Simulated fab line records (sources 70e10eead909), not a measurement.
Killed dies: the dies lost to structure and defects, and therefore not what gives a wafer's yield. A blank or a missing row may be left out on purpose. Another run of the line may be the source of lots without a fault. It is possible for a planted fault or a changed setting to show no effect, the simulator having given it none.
Matching of chambers    flow nand harc    NHARC_A_STAIRCASE_DESCUM_270 on rie diel-03 has 4 sister chambers
The step chemistry O2, time 3 s. 8 wafers are shown with their chamber, then 7 later ones without.

== WAFERS, EACH WITH ITS CHAMBER ==
wafer   chamber  showerhead plenum p Torr (Torr)  drypump motor current A (A)
L074.4  3        1.91                             5.6
L077.1  3        1.91                             5.6
L083.3  0        1.85                             5.8
L083.5  0        1.85                             5.8
L086.5  1        1.91                             5.4
L086.6  2        1.81                             6.0
L089.3  2        1.81                             6.1
L089.4  1        1.90                             5.4

== WAFERS WITHOUT THEIR CHAMBER ==
wafer   showerhead plenum p Torr (Torr)  drypump motor current A (A)
L089.5  1.90                             5.5
L092.2  1.84                             5.8
L092.4  1.89                             5.5
L092.5  1.81                             6.0
L097.2  1.89                             5.5
L097.3  1.80                             6.0
L097.6  1.89                             5.4

== EACH ONE'S CHAMBER ==
wafer   from the rows above      in truth
L089.5  can't be placed: 1 or 3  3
L092.2  0                        0
L092.4  can't be placed: 1 or 3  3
L092.5  2                        2
L097.2  can't be placed: 1 or 3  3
L097.3  2                        2
L097.6  1                        1
Placed correctly: 4 of 7. Can't be placed from these rows: 3 (the true chamber is among the candidates in 3). Number placed wrongly: 0.
How it was worked out, from the rows above alone: a wafer's distance from a chamber is the root of the sum, over the readings, of the square of ((its reading less the chamber's mean) divided by the reading's scatter). If the next closest chamber is less than 2 further off than the closest, the wafer can't be placed; otherwise it belongs to the closest. Each chamber's mean is taken over the wafers shown for it. The scatter: the root of (the sum of the squares of (reading less its chamber's mean) over the shown wafers, divided by (wafers less chambers)).
